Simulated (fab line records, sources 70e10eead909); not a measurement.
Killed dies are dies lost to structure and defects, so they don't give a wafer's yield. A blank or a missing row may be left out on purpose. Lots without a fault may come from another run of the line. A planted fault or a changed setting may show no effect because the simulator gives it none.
Which tool did it? | flow nand_harc | 6 lots, 18 wafers sampled, at 2 steps of a route of 1302

WHAT THE GAUGES READ, wafer by wafer
NHARC_THIN_TSV_THK_MEAS_02: measures by ir.
lot  | measured     | on            | thk_nm (nm)
L115 | day 24 14:53 | film_metro-01 | 3315 3017 3179
L120 | day 26 10:59 | film_metro-01 | 3088 2814 2877
L121 | day 27 10:52 | film_metro-01 | 3109 3192 3096
L123 | day 27 22:26 | film_metro-01 | 2606 2660 2703
L129 | day 31 06:01 | film_metro-01 | 3403 3324 3218
L134 | day 33 03:15 | film_metro-01 | 2743 2907 3271

WHICH TOOL RAN EACH LOT (tool, then ch and the chambers of the sampled wafers, then the start)
lot  | NHARC_A_BONDPAD_DEGAS_25
L115 | pvd_sputter-03, day 24 02:10
L120 | pvd_sputter-03, day 25 22:25
L121 | pvd_sputter-01, day 26 21:54
L123 | pvd_sputter-02, day 27 09:57
L129 | pvd_sputter-01, day 30 18:52
L134 | pvd_sputter-02, day 32 14:30
- NHARC_A_BONDPAD_DEGAS_25: time 60 s.

THE ANSWER, worked out from the rows above alone
Rule: what is usual is taken from the lots themselves. Put in order of their means at a reading, lots are off if they are a third of the lots or fewer, leave a main group of 4 or more, and stand apart from it by a gap of 3 or more times the standard deviation of the main group's means; of several such gaps the widest counts. A main group whose means are all the same, to the digits that the tables above print for the reading, isn't used. A lot without any number at a reading at which 4 lots or more have one is off too. The other lots that the step has rows for count as sound.
No lot is off at any reading shown: from this, nothing can be told.

WHAT THE SIMULATOR HAD PUT IN
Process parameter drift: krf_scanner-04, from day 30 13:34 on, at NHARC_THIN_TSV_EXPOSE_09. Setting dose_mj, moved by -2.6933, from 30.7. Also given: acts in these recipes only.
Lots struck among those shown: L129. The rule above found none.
